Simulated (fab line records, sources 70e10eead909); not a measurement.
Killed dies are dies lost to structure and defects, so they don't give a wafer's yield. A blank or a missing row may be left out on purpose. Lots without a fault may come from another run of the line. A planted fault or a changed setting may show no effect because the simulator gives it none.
Chamber matching | flow nand_harc | NHARC_A_STAIRCASE_ETCHBACK_422 on rie_diel-05: 4 sister chambers
The step etches the open film in CH3F/O2, target depth 40 nm, time 74.286 s. 8 wafers are shown with their chamber, then 9 later ones without.

WAFERS WITH THEIR CHAMBER
wafer  | chamber | drypump_motor_current_A (A) | showerhead_plenum_p_Torr (Torr)
L079.2 | 2       | 6.1                         | 2.37
L082.2 | 1       | 5.5                         | 2.43
L084.3 | 0       | 6.4                         | 2.59
L084.4 | 3       | 6.1                         | 2.44
L084.5 | 2       | 6.2                         | 2.36
L086.1 | 1       | 5.5                         | 2.43
L086.4 | 0       | 6.4                         | 2.59
L086.5 | 3       | 6.1                         | 2.43

WAFERS WITHOUT THEIR CHAMBER
wafer  | drypump_motor_current_A (A) | showerhead_plenum_p_Torr (Torr)
L088.1 | 6.2                         | 2.36
L088.2 | 5.5                         | 2.42
L088.4 | 6.4                         | 2.59
L091.1 | 6.1                         | 2.43
L091.4 | 6.4                         | 2.58
L091.6 | 6.4                         | 2.58
L095.1 | 6.2                         | 2.35
L095.2 | 5.5                         | 2.41
L095.4 | 6.4                         | 2.58

WHICH CHAMBER EACH WENT THROUGH
wafer  | from the rows above | in truth
L088.1 | 2                   | 2
L088.2 | 1                   | 1
L088.4 | 0                   | 0
L091.1 | 3                   | 3
L091.4 | 0                   | 0
L091.6 | 0                   | 0
L095.1 | 2                   | 2
L095.2 | 1                   | 1
L095.4 | 0                   | 0
Placed correctly: 9 of 9. Can't be placed from these rows: 0. Placed wrongly: 0.
How it was worked out, from the rows above alone: a wafer's distance from a chamber is the root of the sum, over the readings, of the square of ((its reading less the chamber's mean) divided by the reading's scatter). The wafer belongs to the nearest chamber; if the next one is less than 2 further off, it can't be placed. A chamber's mean is the mean of its shown wafers. The scatter: the root of (the sum of the squares of (reading less its chamber's mean) over the shown wafers, divided by (wafers less chambers)).
